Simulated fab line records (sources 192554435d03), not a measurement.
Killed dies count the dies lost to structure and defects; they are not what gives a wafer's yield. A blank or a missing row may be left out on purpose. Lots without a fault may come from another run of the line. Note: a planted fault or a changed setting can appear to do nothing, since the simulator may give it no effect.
Chamber matching :: flow n5 finfet :: rie diel-03 running N5_BEOL_M3_ETCH_74: 4 sister chambers
The step etches underlayer in N2/H2, target depth 6.5 nm, time 5.2 s. 20 wafers are shown with their chamber, then 10 later ones without.

== WAFERS WITH THEIR CHAMBER ==
wafer: L077.1
chamber: 1
showerhead plenum p Torr (Torr): 2.64
throttle valve pct (%): 17.71
oes product au (a.u.): 0.63

wafer: L077.3
chamber: 3
showerhead plenum p Torr (Torr): 2.36
throttle valve pct (%): 17.67
oes product au (a.u.): 0.67

wafer: L077.5
chamber: 1
showerhead plenum p Torr (Torr): 2.64
throttle valve pct (%): 17.69
oes product au (a.u.): 0.64

wafer: L076.2
chamber: 1
showerhead plenum p Torr (Torr): 2.64
throttle valve pct (%): 17.71
oes product au (a.u.): 0.64

wafer: L076.4
chamber: 2
showerhead plenum p Torr (Torr): 2.65
throttle valve pct (%): 17.69
oes product au (a.u.): 0.64

wafer: L076.6
chamber: 3
showerhead plenum p Torr (Torr): 2.36
throttle valve pct (%): 17.68
oes product au (a.u.): 0.66

wafer: L080.1
chamber: 2
showerhead plenum p Torr (Torr): 2.65
throttle valve pct (%): 17.70
oes product au (a.u.): 0.64

wafer: L080.3
chamber: 3
showerhead plenum p Torr (Torr): 2.35
throttle valve pct (%): 17.68
oes product au (a.u.): 0.66

wafer: L080.6
chamber: 3
showerhead plenum p Torr (Torr): 2.35
throttle valve pct (%): 17.69
oes product au (a.u.): 0.66

wafer: L081.1
chamber: 1
showerhead plenum p Torr (Torr): 2.64
throttle valve pct (%): 17.75
oes product au (a.u.): 0.64

wafer: L081.4
chamber: 2
showerhead plenum p Torr (Torr): 2.65
throttle valve pct (%): 17.71
oes product au (a.u.): 0.64

wafer: L081.6
chamber: 0
showerhead plenum p Torr (Torr): 2.61
throttle valve pct (%): 17.86
oes product au (a.u.): 0.59

wafer: L082.1
chamber: 3
showerhead plenum p Torr (Torr): 2.35
throttle valve pct (%): 17.72
oes product au (a.u.): 0.66

wafer: L082.4
chamber: 0
showerhead plenum p Torr (Torr): 2.61
throttle valve pct (%): 17.88
oes product au (a.u.): 0.60

wafer: L082.6
chamber: 2
showerhead plenum p Torr (Torr): 2.65
throttle valve pct (%): 17.69
oes product au (a.u.): 0.64

wafer: L084.3
chamber: 0
showerhead plenum p Torr (Torr): 2.61
throttle valve pct (%): 17.88
oes product au (a.u.): 0.60

wafer: L084.5
chamber: 0
showerhead plenum p Torr (Torr): 2.61
throttle valve pct (%): 17.89
oes product au (a.u.): 0.60

wafer: L084.6
chamber: 3
showerhead plenum p Torr (Torr): 2.35
throttle valve pct (%): 17.68
oes product au (a.u.): 0.64

wafer: L085.2
chamber: 3
showerhead plenum p Torr (Torr): 2.35
throttle valve pct (%): 17.70
oes product au (a.u.): 0.66

wafer: L085.4
chamber: 1
showerhead plenum p Torr (Torr): 2.63
throttle valve pct (%): 17.75
oes product au (a.u.): 0.62

SIGNATURES, as means of the wafers listed above
reading: showerhead plenum p Torr
chamber 0: 2.6100
chamber 1: 2.6380
chamber 2: 2.6500
chamber 3: 2.3529
scatter within a chamber: 0.00373

reading: throttle valve pct
chamber 0: 17.8775
chamber 1: 17.7220
chamber 2: 17.6975
chamber 3: 17.6886
scatter within a chamber: 0.0182

reading: oes product au
chamber 0: 0.5975
chamber 1: 0.6340
chamber 2: 0.6400
chamber 3: 0.6586
scatter within a chamber: 0.00742
Rule: distance of a wafer from a chamber = root of the sum over the readings of ((wafer's reading minus chamber's mean) / reading's scatter) squared. If the next closest chamber is less than 2 further off than the closest, the wafer can't be placed; otherwise it belongs to the closest. The scatter: the root of (the sum of the squares of (reading less its chamber's mean) over the shown wafers, divided by (wafers less chambers)).

== WAFERS WITHOUT THEIR CHAMBER ==
wafer: L085.6
showerhead plenum p Torr (Torr): 2.64
throttle valve pct (%): 17.72
oes product au (a.u.): 0.63

wafer: L086.1
showerhead plenum p Torr (Torr): 2.35
throttle valve pct (%): 17.69
oes product au (a.u.): 0.65

wafer: L086.2
showerhead plenum p Torr (Torr): 2.64
throttle valve pct (%): 17.74
oes product au (a.u.): 0.64

wafer: L086.4
showerhead plenum p Torr (Torr): 2.63
throttle valve pct (%): 17.76
oes product au (a.u.): 0.63

wafer: L089.2
showerhead plenum p Torr (Torr): 2.60
throttle valve pct (%): 17.90
oes product au (a.u.): 0.59

wafer: L089.3
showerhead plenum p Torr (Torr): 2.63
throttle valve pct (%): 17.77
oes product au (a.u.): 0.62

wafer: L089.6
showerhead plenum p Torr (Torr): 2.64
throttle valve pct (%): 17.74
oes product au (a.u.): 0.62

wafer: L094.2
showerhead plenum p Torr (Torr): 2.34
throttle valve pct (%): 17.74
oes product au (a.u.): 0.63

wafer: L094.3
showerhead plenum p Torr (Torr): 2.62
throttle valve pct (%): 17.76
oes product au (a.u.): 0.61

wafer: L094.4
showerhead plenum p Torr (Torr): 2.64
throttle valve pct (%): 17.72
oes product au (a.u.): 0.63

== WHICH CHAMBER EACH WENT THROUGH ==
wafer: L085.6
from the rows above: 1
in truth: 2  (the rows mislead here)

wafer: L086.1
from the rows above: 3
in truth: 3

wafer: L086.2
from the rows above: 1
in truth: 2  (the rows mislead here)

wafer: L086.4
from the rows above: 1
in truth: 1

wafer: L089.2
from the rows above: 0
in truth: 0

wafer: L089.3
from the rows above: 1
in truth: 1

wafer: L089.6
from the rows above: 1
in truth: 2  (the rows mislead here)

wafer: L094.2
from the rows above: 3
in truth: 3

wafer: L094.3
from the rows above: can't be placed: 1 or 0
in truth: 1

wafer: L094.4
from the rows above: 1
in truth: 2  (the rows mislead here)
Correctly placed: 5 of 10. These rows do not allow placing 1 (true chamber among the candidates in 1). Number placed wrongly: 4.
